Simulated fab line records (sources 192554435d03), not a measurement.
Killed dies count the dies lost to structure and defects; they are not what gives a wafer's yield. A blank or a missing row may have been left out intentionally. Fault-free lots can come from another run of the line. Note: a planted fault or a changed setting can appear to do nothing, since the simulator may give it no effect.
Chamber matching -- flow n5_finfet -- ald_metal-04 running N5_HKMG_FIN_ALD_71: 4 sister chambers
The step deposits TiN, target thk 1 nm, pulse time 1 s, purge time 3 s. 16 wafers are shown with their chamber, then 8 later ones without.

## WAFERS PAIRED WITH THEIR CHAMBERS
wafer,chamber,heater_power_w (W),precursor_pulse_height_rel
L074.3,2,840,0.983
L074.4,3,865,1.003
L074.6,2,873,0.995
L075.1,2,846,0.981
L075.3,0,730,1.037
L075.5,0,729,0.995
L077.1,1,852,0.985
L077.2,3,870,0.969
L077.6,3,857,1.031
L083.3,3,876,0.990
L083.4,2,849,1.038
L083.6,3,875,1.014
L085.2,2,876,1.004
L085.3,3,879,0.972
L085.4,0,735,0.979
L087.1,2,874,1.021

SIGNATURES (means of the wafers above)
reading,chamber 0,chamber 1,chamber 2,chamber 3,scatter within a chamber
heater_power_w,731.33,852.00,859.67,870.33,11.9
precursor_pulse_height_rel,1.00367,0.98500,1.00367,0.99650,0.0245
Rule: distance of a wafer from a chamber = root of the sum over the readings of ((wafer's reading minus chamber's mean) / reading's scatter) squared. If the next closest chamber is less than 2 further off than the closest, the wafer can't be placed; otherwise it belongs to the closest. The scatter: the root of (the sum of the squares of (reading less its chamber's mean) over the shown wafers, divided by (wafers less chambers)).

## WAFERS WITH NO CHAMBER GIVEN
wafer,heater_power_w (W),precursor_pulse_height_rel
L087.4,872,0.995
L087.5,878,0.995
L089.3,863,0.990
L089.4,858,1.027
L089.6,862,1.028
L092.1,727,0.981
L092.2,852,1.005
L092.5,831,1.000

## WHICH CHAMBER EACH WENT THROUGH
wafer,from the rows above,in truth
L087.4,can't be placed: 3 or 2 or 1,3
L087.5,can't be placed: 3 or 2 or 1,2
L089.3,can't be placed: 2 or 3 or 1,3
L089.4,can't be placed: 2 or 3 or 1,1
L089.6,can't be placed: 2 or 3 or 1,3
L092.1,0,0
L092.2,can't be placed: 2 or 1 or 3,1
L092.5,can't be placed: 1 or 2 or 3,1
Placed correctly: 1 of 8. Not placeable from these rows: 7 (in 7, the candidates include the true chamber). Wrongly placed: 0.
